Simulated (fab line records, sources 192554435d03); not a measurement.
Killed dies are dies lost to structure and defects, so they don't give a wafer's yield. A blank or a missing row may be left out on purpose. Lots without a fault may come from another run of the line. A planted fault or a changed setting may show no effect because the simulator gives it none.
Which tool did it? | flow n5_finfet | 10 lots, 30 wafers sampled, at 2 steps of a route of 1938

WHAT THE GAUGES READ, wafer by wafer
N5_BEOL_M9_CD_MEAS_28: target cd 70 nm.
lot  | measured     | on        | cd_nm (nm)
L192 | day 9 19:07  | cd_sem-02 | 70.27 69.36 69.68
L193 | day 10 11:53 | cd_sem-03 | 69.74 69.49 69.73
L191 | day 10 12:03 | cd_sem-01 | 69.72 69.47 70.08
L195 | day 11 02:56 | cd_sem-02 | 69.54 69.72 69.12
L197 | day 11 14:23 | cd_sem-03 | 69.68 69.72 69.96
L203 | day 13 09:55 | cd_sem-02 | 69.54 70.05 69.68
L208 | day 14 09:23 | cd_sem-03 | 69.88 69.64 69.73
L210 | day 14 13:07 | cd_sem-02 | 69.71 69.89 69.89
L211 | day 15 02:41 | cd_sem-02 | 70.16 69.94 69.48
L213 | day 15 21:36 | cd_sem-01 | 70.30 70.21 69.97

WHICH TOOL RAN EACH LOT (tool, then ch and the chambers of the sampled wafers, then the start)
lot  | N5_BEOL_M9_STRIP_67
L192 | rie_diel-01 ch 0,2,3, day 9 18:35
L193 | rie_diel-03 ch 0,2, day 10 10:49
L191 | rie_diel-01 ch 1,3, day 10 11:14
L195 | rie_diel-01 ch 0,2, day 11 00:53
L197 | rie_diel-01 ch 0,2,3, day 11 11:32
L203 | rie_diel-03 ch 1,2,3, day 13 09:23
L208 | rie_diel-03 ch 0,2,3, day 14 08:51
L210 | rie_diel-06 ch 0,1,3, day 14 11:14
L211 | rie_diel-03 ch 0,2,3, day 14 22:49
L213 | rie_diel-03 ch 1,2, day 15 21:02
- N5_BEOL_M9_STRIP_67: strips in CF4.

THE ANSWER, worked out from the rows above alone
Rule: what is usual is taken from the lots themselves. Put in order of their means at a reading, lots are off if they are a third of the lots or fewer, leave a main group of 4 or more, and stand apart from it by a gap of 3 or more times the standard deviation of the main group's means; of several such gaps the widest counts. A main group whose means are all the same, to the digits that the tables above print for the reading, isn't used. A lot without any number at a reading at which 4 lots or more have one is off too. The other lots that the step has rows for count as sound.
No lot is off at any reading shown: from this, nothing can be told.

WHAT THE SIMULATOR HAD PUT IN
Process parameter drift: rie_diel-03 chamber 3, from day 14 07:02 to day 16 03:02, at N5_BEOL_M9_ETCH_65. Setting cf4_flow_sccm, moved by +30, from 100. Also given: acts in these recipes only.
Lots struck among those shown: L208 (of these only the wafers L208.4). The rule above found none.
